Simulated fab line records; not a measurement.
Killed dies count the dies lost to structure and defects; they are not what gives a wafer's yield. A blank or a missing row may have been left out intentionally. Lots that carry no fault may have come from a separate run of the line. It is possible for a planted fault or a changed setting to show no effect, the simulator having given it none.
Chamber matching | flow n5_finfet | ald_sin-03 running N5_DUMMY_GATE_ALD_02: 4 sister chambers
The step deposits SiO2, target thk 2 nm, pulse time 1 s. 16 wafers are shown with their chamber, then 8 later ones without.

== WAFERS WITH THEIR CHAMBER ==
wafer  | chamber | heater_power_w (W) | precursor_pulse_height_rel
L076.2 | 1       | 482                | 0.987
L076.3 | 2       | 488                | 0.979
L076.6 | 0       | 477                | 0.997
L079.1 | 3       | 581                | 1.014
L079.5 | 0       | 491                | 0.979
L079.6 | 3       | 586                | 1.010
L080.1 | 0       | 477                | 0.999
L080.4 | 1       | 472                | 1.012
L080.6 | 0       | 472                | 1.006
L085.2 | 3       | 551                | 0.977
L085.3 | 1       | 488                | 1.020
L085.4 | 0       | 458                | 0.995
L086.2 | 0       | 447                | 1.003
L086.3 | 3       | 578                | 0.991
L086.5 | 1       | 488                | 0.985
L088.1 | 2       | 479                | 0.989

SIGNATURES (means of the wafers above)
reading                    | chamber 0 | chamber 1 | chamber 2 | chamber 3 | scatter within a chamber
heater_power_w             | 470.33    | 482.50    | 483.50    | 574.00    | 13.4
precursor_pulse_height_rel | 0.99650   | 1.00100   | 0.98400   | 0.99800   | 0.0139
Rule: a wafer lies at a distance from a chamber equal to the root of the sum of squares, over the readings, of (its reading less the chamber's mean, divided by the reading's scatter). If the next closest chamber is less than 2 further off than the closest, the wafer can't be placed; otherwise it belongs to the closest. The scatter: take each reading less its chamber's mean, square it, sum over the shown wafers, divide by the number of wafers less the number of chambers, and take the root.

== WAFERS MISSING THEIR CHAMBER ==
wafer  | heater_power_w (W) | precursor_pulse_height_rel
L088.3 | 487                | 0.997
L088.4 | 567                | 1.001
L096.2 | 482                | 1.024
L096.4 | 580                | 1.012
L096.5 | 461                | 0.997
L097.1 | 467                | 0.989
L097.2 | 487                | 0.999
L097.5 | 486                | 0.993

== THE CHAMBER EACH PASSED THROUGH ==
wafer  | from the rows above          | in truth
L088.3 | can't be placed: 1 or 2 or 0 | 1
L088.4 | 3                            | 3
L096.2 | can't be placed: 1 or 0 or 2 | 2
L096.4 | 3                            | 3
L096.5 | can't be placed: 0 or 1 or 2 | 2
L097.1 | can't be placed: 0 or 2 or 1 | 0
L097.2 | can't be placed: 1 or 2 or 0 | 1
L097.5 | can't be placed: 1 or 2 or 0 | 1
Correctly placed: 2 of 8. These rows do not allow placing 6 (true chamber among the candidates in 6). Number placed wrongly: 0.
